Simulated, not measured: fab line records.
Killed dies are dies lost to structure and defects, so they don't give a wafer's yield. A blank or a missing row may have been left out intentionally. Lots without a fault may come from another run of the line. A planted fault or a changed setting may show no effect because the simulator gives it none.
Chamber matching | flow n5_finfet | 3 sister chambers for N5_BEOL_M8_PECVD_70 on pecvd-03
The step deposits SiO2 from TEOS/O2, target thk 20 nm, time 22.7 s. 20 wafers are shown with their chamber, then 10 later ones without.

## EACH WAFER AND ITS CHAMBER
wafer  | chamber | throttle_valve_pct (%) | showerhead_plenum_p_Torr (Torr) | heater_power_w (W)
L078.1 | 2       | 20.4                   | 8.71                            | 602
L078.2 | 1       | 23.3                   | 8.89                            | 840
L078.6 | 2       | 20.2                   | 8.69                            | 594
L079.1 | 2       | 20.3                   | 8.71                            | 605
L079.2 | 1       | 23.1                   | 8.90                            | 853
L079.5 | 1       | 23.6                   | 8.87                            | 857
L081.2 | 2       | 20.3                   | 8.70                            | 604
L081.5 | 1       | 23.4                   | 8.89                            | 750
L081.6 | 0       | 21.7                   | 8.80                            | 761
L080.2 | 0       | 21.5                   | 8.79                            | 850
L080.3 | 2       | 20.3                   | 8.70                            | 513
L080.5 | 2       | 20.2                   | 8.69                            | 498
L082.1 | 2       | 20.5                   | 8.71                            | 597
L082.2 | 1       | 23.3                   | 8.90                            | 702
L082.3 | 0       | 21.7                   | 8.80                            | 718
L090.3 | 0       | 21.7                   | 8.81                            | 744
L090.4 | 0       | 21.6                   | 8.79                            | 742
L090.6 | 2       | 20.5                   | 8.69                            | 523
L089.3 | 0       | 21.8                   | 8.80                            | 801
L089.4 | 1       | 23.3                   | 8.88                            | 818

SIGNATURES (means of the wafers above)
reading                  | chamber 0 | chamber 1 | chamber 2 | scatter within a chamber
throttle_valve_pct       | 21.667    | 23.333    | 20.337    | 0.13
showerhead_plenum_p_Torr | 8.7983    | 8.8883    | 8.7000    | 0.0096
heater_power_w           | 769.33    | 803.33    | 567.00    | 52.5
Rule: for a wafer and a chamber, the distance is found by dividing, reading by reading, the gap between the wafer's reading and the chamber's mean by the reading's scatter, squaring, summing and taking the root. If the next closest chamber is less than 2 further off than the closest, the wafer can't be placed; otherwise it belongs to the closest. The scatter: take each reading less its chamber's mean, square it, sum over the shown wafers, divide by the number of wafers less the number of chambers, and take the root.

## WAFERS WHOSE CHAMBER IS MISSING
wafer  | throttle_valve_pct (%) | showerhead_plenum_p_Torr (Torr) | heater_power_w (W)
L089.5 | 20.2                   | 8.69                            | 550
L094.2 | 20.2                   | 8.71                            | 577
L094.3 | 21.7                   | 8.80                            | 809
L094.6 | 23.2                   | 8.91                            | 728
L096.1 | 23.2                   | 8.89                            | 756
L096.2 | 21.8                   | 8.78                            | 765
L096.5 | 23.4                   | 8.89                            | 743
L095.1 | 20.6                   | 8.73                            | 521
L095.3 | 23.2                   | 8.88                            | 847
L095.5 | 21.9                   | 8.78                            | 841

## EACH ONE'S CHAMBER
wafer  | from the rows above | in truth
L089.5 | 2                   | 2
L094.2 | 2                   | 2
L094.3 | 0                   | 0
L094.6 | 1                   | 1
L096.1 | 1                   | 1
L096.2 | 0                   | 0
L096.5 | 1                   | 1
L095.1 | 2                   | 2
L095.3 | 1                   | 1
L095.5 | 0                   | 0
Placed correctly: 10 of 10. Left unplaced by these rows: 0. Number placed wrongly: 0.
